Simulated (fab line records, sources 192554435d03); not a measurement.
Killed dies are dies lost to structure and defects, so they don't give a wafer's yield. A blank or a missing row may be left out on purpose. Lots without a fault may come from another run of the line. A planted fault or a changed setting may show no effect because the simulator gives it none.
Chamber matching | flow n5_finfet | N5_BEOL_M10_ETCH_66 on rie_diel-06: 4 sister chambers
The step etches SOC in N2/H2, target depth 120 nm, overetch 24 nm, time 180 s. 8 wafers are shown with their chamber, then 7 later ones without.

WAFERS WITH THEIR CHAMBER
wafer  | chamber | drypump_motor_current_A (A) | showerhead_plenum_p_Torr (Torr)
L076.1 | 0       | 4.9                         | 2.48
L076.4 | 3       | 5.8                         | 2.53
L081.5 | 1       | 5.2                         | 2.52
L083.2 | 2       | 6.6                         | 2.59
L083.3 | 1       | 5.1                         | 2.52
L083.6 | 2       | 6.6                         | 2.59
L084.1 | 3       | 5.8                         | 2.52
L084.5 | 0       | 4.9                         | 2.47

WAFERS WITHOUT THEIR CHAMBER
wafer  | drypump_motor_current_A (A) | showerhead_plenum_p_Torr (Torr)
L084.6 | 5.2                         | 2.52
L090.1 | 5.2                         | 2.51
L090.5 | 4.9                         | 2.46
L090.6 | 5.8                         | 2.52
L093.3 | 5.2                         | 2.51
L093.5 | 6.6                         | 2.58
L093.6 | 4.9                         | 2.46

WHICH CHAMBER EACH WENT THROUGH
wafer  | from the rows above | in truth
L084.6 | 1                   | 1
L090.1 | 1                   | 1
L090.5 | 0                   | 0
L090.6 | 3                   | 3
L093.3 | 1                   | 1
L093.5 | 2                   | 2
L093.6 | 0                   | 0
Placed correctly: 7 of 7. Can't be placed from these rows: 0. Placed wrongly: 0.
How it was worked out, from the rows above alone: a wafer's distance from a chamber is the root of the sum, over the readings, of the square of ((its reading less the chamber's mean) divided by the reading's scatter). The wafer belongs to the nearest chamber; if the next one is less than 2 further off, it can't be placed. A chamber's mean is the mean of its shown wafers. The scatter: the root of (the sum of the squares of (reading less its chamber's mean) over the shown wafers, divided by (wafers less chambers)).
